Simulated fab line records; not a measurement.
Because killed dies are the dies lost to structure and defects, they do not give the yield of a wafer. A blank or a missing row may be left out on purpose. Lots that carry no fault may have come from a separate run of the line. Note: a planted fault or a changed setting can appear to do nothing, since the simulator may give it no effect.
Which of the tools did it? :: flow nand harc :: Sampling: 12 lots, 36 wafers, 3 of 1302 route steps

WHAT EACH GAUGE READ, for each wafer
NHARC_P_M1_THK_MEAS_24: measures by xrf.
lot: L075
measured: day 6 16:11
on: film metro-01
thk nm (nm): 158.0 159.2 159.6

lot: L077
measured: day 7 17:59
on: film metro-01
thk nm (nm): 158.4 159.2 157.1

lot: L079
measured: day 8 12:46
on: film metro-02
thk nm (nm): 156.4 158.8 155.8

lot: L081
measured: day 9 13:01
on: film metro-01
thk nm (nm): 156.5 157.5 159.3

lot: L083
measured: day 10 02:35
on: film metro-01
thk nm (nm): 155.3 158.2 157.9

lot: L085
measured: day 10 23:23
on: film metro-02
thk nm (nm): 160.6 159.7 158.7

lot: L087
measured: day 12 11:58
on: film metro-01
thk nm (nm): 157.7 158.2 156.7

lot: L088
measured: day 12 14:00
on: film metro-02
thk nm (nm): 155.3 157.8 159.2

lot: L091
measured: day 13 12:46
on: film metro-02
thk nm (nm): 158.9 160.1 156.4

lot: L093
measured: day 14 10:29
on: film metro-01
thk nm (nm): 159.9 157.2 159.8

lot: L095
measured: day 14 23:05
on: film metro-01
thk nm (nm): 156.4 158.6 157.9

lot: L096
measured: day 15 19:22
on: film metro-01
thk nm (nm): 159.1 156.5 159.2

TOOL THAT RAN EACH LOT (tool first, then ch and the chambers of the sampled wafers, then the start)
lot: L075
NHARC_P_M0_STRIP_18: rie diel-04 ch 0,1, day 6 10:11
NHARC_P_M0_PRE_CLEAN_31: pecvd-03 ch 0,2, day 6 12:24

lot: L077
NHARC_P_M0_STRIP_18: rie diel-09 ch 1,2,3, day 7 11:31
NHARC_P_M0_PRE_CLEAN_31: pecvd-03 ch 0,1,2, day 7 13:42

lot: L079
NHARC_P_M0_STRIP_18: rie diel-09 ch 2,3, day 8 06:18
NHARC_P_M0_PRE_CLEAN_31: pecvd-01 ch 0,1, day 8 08:47

lot: L081
NHARC_P_M0_STRIP_18: rie diel-09 ch 0,1,2, day 9 06:58
NHARC_P_M0_PRE_CLEAN_31: pecvd-03 ch 0,1, day 9 09:07

lot: L083
NHARC_P_M0_STRIP_18: rie diel-04 ch 0,3, day 9 20:20
NHARC_P_M0_PRE_CLEAN_31: pecvd-01 ch 0,1,2, day 9 22:43

lot: L085
NHARC_P_M0_STRIP_18: rie diel-09 ch 0,1,3, day 10 17:09
NHARC_P_M0_PRE_CLEAN_31: pecvd-01 ch 0,2, day 10 19:19

lot: L087
NHARC_P_M0_STRIP_18: rie diel-07 ch 1,3, day 12 05:46
NHARC_P_M0_PRE_CLEAN_31: pecvd-02 ch 1,2, day 12 08:01

lot: L088
NHARC_P_M0_STRIP_18: rie diel-07 ch 1,3, day 12 07:43
NHARC_P_M0_PRE_CLEAN_31: pecvd-02 ch 0,2, day 12 09:55

lot: L091
NHARC_P_M0_STRIP_18: rie diel-09 ch 0,1,2, day 13 06:41
NHARC_P_M0_PRE_CLEAN_31: pecvd-02 ch 0,1,2, day 13 08:51

lot: L093
NHARC_P_M0_STRIP_18: rie diel-09 ch 0,1, day 14 04:25
NHARC_P_M0_PRE_CLEAN_31: pecvd-02 ch 0,1,2, day 14 06:35

lot: L095
NHARC_P_M0_STRIP_18: rie diel-09 ch 0,1,3, day 14 17:08
NHARC_P_M0_PRE_CLEAN_31: pecvd-01 ch 0,1,2, day 14 19:17

lot: L096
NHARC_P_M0_STRIP_18: rie diel-09 ch 1,2,3, day 15 12:57
NHARC_P_M0_PRE_CLEAN_31: pecvd-02 ch 1,2, day 15 15:13
- NHARC_P_M0_STRIP_18: strips in N2/H2.
- NHARC_P_M0_PRE_CLEAN_31: time 12 s.

THE ANSWER, worked out from the rows above alone
Rule: the usual values come from the lots themselves. The widest of any qualifying gaps counts: lots, ordered by their means at a reading, are off when they make up no more than a third of the lots, leave a main group of 4 or more, and stand apart from it by 3 or more times the standard deviation of that group's means. A main group whose means are all the same, to the digits that the tables above print for the reading, isn't used. A lot without any number at a reading at which 4 lots or more have one is off too. All remaining lots with rows at the step are treated as sound.
None of the lots is off at any reading shown; this tells nothing.

WHAT THE SIMULATOR PUT IN
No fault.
